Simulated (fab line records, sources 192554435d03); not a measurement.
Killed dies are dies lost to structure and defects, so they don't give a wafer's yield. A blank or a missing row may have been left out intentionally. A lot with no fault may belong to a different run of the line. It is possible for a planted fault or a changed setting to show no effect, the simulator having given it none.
A struck lot beside a sound one + flow n5Finfet + 41 steps out of a route of 1938
Sound: the wafers L835.2, L835.3, L835.4. Wafers L828.1, L828.2, L828.4 were the ones struck. The cause comes at the end.
Each step with rows lists, per side, the tool, then ch with its chambers, then its first start. Under that, the readings that differ: sound wafers + struck wafers + difference of the means + sigmas: that difference in standard deviations of wafers without a fault.
alike: words and numbers the same on both sides, and readings whose means are apart by under 2 such deviations; not compared: readings that were withheld, readings missing a value for some wafer, numbers with overlapping values and no deviation given by the record, and bounds like >300 which may hide the same value.
A row with sigmas, a row that says differs or no value, or rows on one side alone: a step with any of these is where the two part. Numbers that don't overlap but have no deviation are shown without sigmas and don't part them. Lack of a reading on every wafer of one side parts them only where that side has two or more wafers.

first, 11 steps without rows for these wafers: N5_BEOL_M0_SAQP_SPACER1_ALD_98 (deposits SiO2, target thk 12.8 nm, pulse time 1 s, purge time 2 s); N5_BEOL_M0_SAQP_SPACER1_ETCHBACK_99 (etches SiO2 in CHF3/O2, target depth 15.4 nm, time 7.7 s); N5_BEOL_M0_SAQP_MANDREL1_REMOVE_100 (chemistry HBr/Cl2/O2, target a-Si, stops on SiNx, bt time 10 s); N5_BEOL_M0_SAQP_ETCH_101 (etches SiNx in CH3F/O2, target depth 29.9 nm, time 42.7 s); N5_BEOL_M0_SAQP_ETCH_102 (etches SiO2 in CF4, target depth 4 nm, time 4.4 s); N5_BEOL_M0_SAQP_MANDREL_ETCH_103 (etches a-Si in HBr/Cl2, stops on SiCN, target depth 45 nm, bt time 10 s, time 27 s); N5_BEOL_M0_SAQP_RECESS_104 (chemistry HF/NH3, target SiO2, target depth 18 nm, afs cycles 3, sublimation time 60 s); N5_BEOL_M0_SAQP_COAT_105 (time 60 s, resist thk 100 nm); N5_BEOL_M0_SAQP_ETCH_106 (etches SOC in N2/H2, stops on SiNx, target depth 150 nm); N5_BEOL_M0_SAQP_ETCH_107 (etches SiNx in CH3F/O2, target depth 30 nm); N5_BEOL_M0_SAQP_STRIP_108 (strips in N2/H2).
N5_BEOL_M0_SAQP_RECESS_109: chemistry HF/NH3, target SiO2, target depth 3 nm, afs cycles 1, sublimation time 60 s.
  sound on vaporEtch-01 ch 0,1, day 11 14:00; struck on vaporEtch-02 ch 0,1, day 9 11:02
  alike: drypumpMotorCurrentA
then, 12 steps without rows for these wafers: N5_BEOL_M0_SAQP_SPACER2_ALD_26 (deposits SiO2, target thk 15 nm, pulse time 1 s, purge time 2 s); N5_BEOL_M0_SAQP_SPACER2_ETCHBACK_27 (etches SiO2 in CHF3/O2, target depth 22.5 nm, time 11.25 s); N5_BEOL_M0_SAQP_MANDREL2_REMOVE_110 (chemistry HBr/Cl2/O2, target a-Si, stops on SiCN, bt time 10 s); N5_BEOL_M0_SAQP_COAT_69 (time 60 s, resist thk 90 nm); N5_BEOL_M0_SAQP_COAT_72 (time 60 s, resist thk 15 nm); N5_BEOL_M0_SAQP_COAT_87 (time 60 s, resist thk 5 nm); N5_BEOL_M0_SAQP_COAT_34 (resist thk 30 nm); N5_BEOL_M0_SAQP_EBR_36; N5_BEOL_M0_SAQP_SOFTBAKE_35 (time 60 s); N5_BEOL_M0_SAQP_EXPOSE_37 (exposes mask M0 CUT1, target cd 30 nm); N5_BEOL_M0_SAQP_PEB_38 (peb time 60 s); N5_BEOL_M0_SAQP_DEVELOP_39 (develop time 30 s).
N5_BEOL_M0_SAQP_INSPECT_42: inspects for defects (brightfield).
  sound: defectInspect-01 at day 11 15:24; struck: defectInspect-01 at day 9 13:04
| reading        | sound       | struck      | difference | sigmas |
|----------------|-------------|-------------|------------|--------|
| rawDefectCount | 225 204 515 | 590 467 646 | +253       | +3     |
then, 13 steps without rows for these wafers: N5_BEOL_M0_SAQP_DESCUM_45 (chemistry O2, time 7 s); N5_BEOL_M0_SAQP_ETCH_88 (etches underlayer in N2/H2, target depth 6.5 nm, time 5.2 s); N5_BEOL_M0_SAQP_ETCH_73 (etches SiARC in CF4, target depth 19.5 nm, time 32.5 s); N5_BEOL_M0_SAQP_CUT_ETCH_46 (etches SOC in N2/H2, target depth 135 nm, overetch 27 nm, time 202.5 s); N5_BEOL_M0_SAQP_STRIP_74 (strips in N2/H2); N5_BEOL_M0_SAQP_STRIP_89 (strips in N2/H2); N5_BEOL_M0_SAQP_ALD_48 (deposits SiO2, target thk 20 nm, pulse time 1 s, co reactant pulse time 1 s); N5_BEOL_M0_SAQP_ETCH_49 (etches SiO2 in CF4/O2, target depth 37 nm); N5_BEOL_M0_SAQP_STRIP_75 (strips in CF4); N5_BEOL_M0_CUTY_COAT_50 (time 60 s, resist thk 15 nm); N5_BEOL_M0_CUTY_COAT_51 (resist thk 150 nm); N5_BEOL_M0_CUTY_EBR_52; N5_BEOL_M0_CUTY_SOFTBAKE_53 (time 60 s).
N5_BEOL_M0_CUTY_INSPECT_59: inspects for defects (macro).
  sound: defectInspect-02 at day 11 16:52; struck: defectInspect-02 at day 9 14:28
| reading        | sound | struck         | difference | sigmas |
|----------------|-------|----------------|------------|--------|
| rawDefectCount | 3 2 2 | >300 >300 >300 | differs    |        |
-- the record jumps here: 3 days lie between the struck wafers' starts before and after (it left off in module BEOL_M0_CUTY and takes up again in module BEOL_M4, whose first step shown is number 1111 of the route) --
N5_BEOL_M4_RC_MEAS_101:
  sound on prober-02 ch 0, day 14 07:38; struck on prober-02 ch 0, day 12 03:23
  alike: DIBL_N, DIBL_P, IOFF_N, IOFF_P, ION_N, ION_P, SS_N, SS_P, VT_N, VT_P
-- here the record skips 4 days between the struck wafers' starts before and after, leaving off in module BEOL_M4 and picking up in module PASSIVATION (first step shown: number 1936 of the route) --
N5_PASSIVATION_PROBE_49:
  only the struck wafers here have rows in the record (prober-01, day 16 15:03); the sound ones have none

## WHERE THEY PART
First at N5_BEOL_M0_SAQP_INSPECT_42; last, within this record, at N5_PASSIVATION_PROBE_49.

WHY: whatever the simulator had introduced
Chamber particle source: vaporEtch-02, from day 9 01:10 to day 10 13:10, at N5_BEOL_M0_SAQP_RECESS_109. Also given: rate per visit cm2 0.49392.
